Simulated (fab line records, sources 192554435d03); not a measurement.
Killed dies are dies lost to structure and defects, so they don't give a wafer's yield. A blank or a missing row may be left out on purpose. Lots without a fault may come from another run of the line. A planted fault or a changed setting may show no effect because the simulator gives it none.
Problem report in the 8D (eight disciplines) form, filled by code | flow n5_finfet | the parts of the form that need people (team, actions taken, sign-off) are left out

1. THE PROBLEM
spin_speed_rpm at N5_BEOL_M9_COAT_63 reads a mean of 1331.5 rpm on 6 wafers of 2 lots; wafers without a fault read 1500.3 rpm with a standard deviation of 0.96. That is -99 or more standard deviations from the usual mean.
The step: time 60 s, resist thk 60 nm.
First seen on wafer L621.1, day 13 09:26, on litho_track-03. The record holds 36 wafers of 12 lots with a number at this step. Rule for "out", or "out of limits": more than 4 standard deviations from the usual mean. The other wafers with a number count as sound.

2. WHAT IT IS AND WHAT IT IS NOT
question                    | is                     | is not
which readings at this step | spin_speed_rpm         | -
which lots                  | L621, L624             | L609, L612, L613, L614, L616, L625, L628, L630, L631, L632
which wafers of those lots  | all that have a number | -
read on which tools         | litho_track-03         | litho_track-02, litho_track-05
when                        | from day 13 09:26      | up to then (15 sound wafers); but 15 sound wafers of L625, L628, L630, L631, L632 came after

3. SUSPECTS, AND WHAT RULES EACH OUT
Counting: a tool at a process step up to the reading stays a suspect if it ran every lot that is out and no sound lot after the first of them.
- litho_track-03 at N5_BEOL_M9_COAT_63 (time 60 s, resist thk 60 nm): kept. It ran every lot that is out, first L621 (day 13 09:26), and no sound lot after that; its last sound lot up to then is L616 (day 11 22:07). Its own readings are out on those wafers: spin_speed_rpm.
Left after counting: litho_track-03 at N5_BEOL_M9_COAT_63.

4. THE CAUSE (what the simulator had put in)
Process parameter drift: litho_track-03, from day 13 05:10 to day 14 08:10, at N5_BEOL_M9_COAT_63. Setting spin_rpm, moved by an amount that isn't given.
Counting left only this tool.

5. THE CHAIN OF EFFECTS, in route order
Each row: a reading whose mean over the struck wafers that have a number lies more than 3 standard deviations from the usual. Only readings for which the record gives a usual standard deviation are gone through. hours: the time from each lot's start at the first step in this table that gives one to its start at this step, as a median over the lots. sigmas: the change in usual standard deviations.
hours | step               | reading        | usual      | on struck wafers | change | sigmas
0     | N5_BEOL_M9_COAT_63 | spin_speed_rpm | 1500.3 rpm | 1331.5           | -168.8 | -99 or more
The process steps in it:
- N5_BEOL_M9_COAT_63: time 60 s, resist thk 60 nm.

6. WHAT WOULD HAVE CAUGHT IT SOONER
In this record the first reading out of limits was taken at day 13 09:26, 4 hours after the fault began at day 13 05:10.
